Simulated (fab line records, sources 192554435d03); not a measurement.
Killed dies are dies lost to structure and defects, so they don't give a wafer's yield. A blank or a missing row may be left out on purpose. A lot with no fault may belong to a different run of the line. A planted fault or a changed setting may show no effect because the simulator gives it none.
Struck lot and sound lot, side by side || flow n5-finfet || 26 steps out of a route of 1938
Sound: wafers L212.3, L212.5, L212.6. Wafers struck: L225.2, L225.5, L225.6. Last of all comes the cause.
Per side, at each step with rows, come the tool, then ch with its chambers, and then its first start. Under that, the readings that differ: sound wafers || struck wafers || difference of the means || sigmas: that difference in standard deviations of wafers without a fault.
alike: words and numbers the same on both sides, and readings whose means are apart by under 2 such deviations; not compared: readings that were withheld, readings missing a value for some wafer, numbers with overlapping values and no deviation given by the record, and bounds like >300 which may hide the same value.
The two part at a step that has a row with sigmas, a row that says differs or no value, or rows on one side only. Numbers that don't overlap but have no deviation are shown without sigmas and don't part them. A reading missing from all wafers of one side parts the sides only when that side holds two or more wafers.

first, 8 steps without rows for these wafers: N5_BEOL_M9_DEVELOP_10 (develop time 30 s); N5_BEOL_M9_DESCUM_16 (chemistry O2, time 7.9 s); N5_BEOL_M9_ETCH_61 (etches SiARC in CF4, target depth 39 nm, time 65 s); N5_BEOL_M9_ETCH_62 (etches SOC in N2/H2, target depth 110 nm, overetch 22 nm, time 165 s); N5_BEOL_M9_STRIP_68 (strips in N2/H2); N5_BEOL_M9_STRIP_67 (strips in CF4); N5_BEOL_M9_HM_OPEN_17 (chemistry Cl2/BCl3, target TiN, target depth 20 nm, overetch 6 nm); N5_BEOL_M9_STRIP_19 (strips in O2).
N5_BEOL_M9_COAT_63: time 60 s, resist thk 60 nm.
  sound on litho-track-01 ch 0, day 10 05:19; struck on litho-track-01 ch 0, day 12 22:07
{"reading": "spin-speed-rpm (rpm)", "sound": "1500.9 1500.3 1500.3", "struck": "1462.7 1462.9 1461.6", "difference": -38.1, "sigmas": -41}
{"reading": "model.SOC_of_BEOL_M9_COAT_63.thk-nm (nm)", "sound": "60 60 60", "struck": "61.2 61 61", "difference": "+1.1", "sigmas": ""}
  alike: chill-plate-temp-C, dispense-pressure-kPa
then, 11 steps without rows for these wafers: N5_BEOL_M9_COAT_64 (time 60 s, resist thk 12 nm); N5_BEOL_M9_COAT_75 (time 60 s, resist thk 5 nm); N5_BEOL_M9_COAT_22 (resist thk 30 nm); N5_BEOL_M9_EBR_24; N5_BEOL_M9_SOFTBAKE_23 (time 60 s); N5_BEOL_M9_EXPOSE_25 (exposes mask V8); N5_BEOL_M9_PEB_26 (peb time 60 s); N5_BEOL_M9_DEVELOP_27 (develop time 30 s); N5_BEOL_M9_DESCUM_33 (chemistry O2, time 7 s); N5_BEOL_M9_ETCH_76 (etches underlayer in N2/H2, target depth 6.5 nm, time 5.2 s); N5_BEOL_M9_ETCH_65 (etches SiARC in CF4, target depth 15.6 nm, time 26 s).
N5_BEOL_M9_ETCH_66: etches SOC in N2/H2, target depth 80 nm, overetch 16 nm, time 120 s.
  sound on rie-diel-03 ch 0,2,3, day 10 06:19; struck on rie-diel-05 ch 0,3, day 12 22:43
{"reading": "model.etch.depth-nm (nm)", "sound": "59.97 60.06 60.07", "struck": "61.12 61.05 60.92", "difference": "+1.00", "sigmas": ""}
  alike: drypump-motor-current-A, h2-flow-sccm, oes-product-au, rf-vpp-V, showerhead-plenum-p-Torr, throttle-valve-pct
  not compared: rf-hours-counter-h
then, 2 steps without rows for these wafers: N5_BEOL_M9_STRIP_69 (strips in N2/H2); N5_BEOL_M9_STRIP_77 (strips in N2/H2).
N5_BEOL_M9_VIA_ETCH_34: etches SiCOH lowk in C4F6/O2, target depth 182.4 nm, time 68.4 s.
  sound on rie-diel-03 ch 0,2,3, day 10 06:25; struck on rie-diel-05 ch 0,3, day 12 22:49
{"reading": "model.SOC_of_BEOL_M9_COAT_63.thk-nm (nm)", "sound": "50.8 51 50.8", "struck": "51.8 51.8 51.8", "difference": "+0.9", "sigmas": ""}
  alike: drypump-motor-current-A, oes_f_703_au, oes-product-au, rf-vpp-V, showerhead-plenum-p-Torr, throttle-valve-pct
  not compared: rf-hours-counter-h
then, 1 step without rows for these wafers: N5_BEOL_M9_STRIP_73 (strips in C4F6/O2).
N5_PASSIVATION_PROBE_49:
  sound wafers here have rows in the record (prober-02, day 13 01:27); struck ones have none

## WHERE THEY PART
Last at N5_PASSIVATION_PROBE_49 as far as this record goes, first at N5_BEOL_M9_COAT_63.

WHY: what the simulator had put in
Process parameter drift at N5_BEOL_M9_COAT_63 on litho-track-01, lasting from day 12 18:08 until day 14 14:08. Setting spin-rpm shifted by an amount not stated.
